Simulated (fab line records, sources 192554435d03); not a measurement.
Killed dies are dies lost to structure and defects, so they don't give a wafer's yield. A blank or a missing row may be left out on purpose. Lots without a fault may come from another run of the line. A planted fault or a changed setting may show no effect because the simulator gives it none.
Chamber matching | flow n5_finfet | N5_BEOL_M6_VIA_ETCH_34 on rie_diel-01: 4 sister chambers
The step etches SiCOH lowk in C4F6/O2, target depth 126.3 nm, time 50.9 s. 4 wafers are shown with their chamber, then 7 later ones without.

WAFERS WITH THEIR CHAMBER
wafer  | chamber | showerhead_plenum_p_Torr (Torr)
L083.2 | 2       | 2.92
L087.1 | 3       | 2.59
L086.2 | 1       | 2.76
L086.4 | 0       | 2.72

WAFERS WITHOUT THEIR CHAMBER
wafer  | showerhead_plenum_p_Torr (Torr)
L086.5 | 2.76
L076.3 | 2.71
L076.4 | 2.59
L076.6 | 2.71
L090.2 | 2.76
L090.4 | 2.76
L090.6 | 2.59

WHICH CHAMBER EACH WENT THROUGH
wafer  | from the rows above | in truth
L086.5 | 1                   | 1
L076.3 | 0                   | 0
L076.4 | 3                   | 3
L076.6 | 0                   | 0
L090.2 | 1                   | 1
L090.4 | 1                   | 1
L090.6 | 3                   | 3
Placed correctly: 7 of 7. Can't be placed from these rows: 0. Placed wrongly: 0.
How it was worked out, from the rows above alone: a wafer's distance from a chamber is the root of the sum, over the readings, of the square of ((its reading less the chamber's mean) divided by the reading's scatter). The wafer belongs to the nearest chamber; if the next one is less than 2 further off, it can't be placed. A chamber's mean is the mean of its shown wafers. The scatter: with one shown wafer a chamber, the root of the mean of the squares of how far each hidden wafer lies from its nearest shown one.
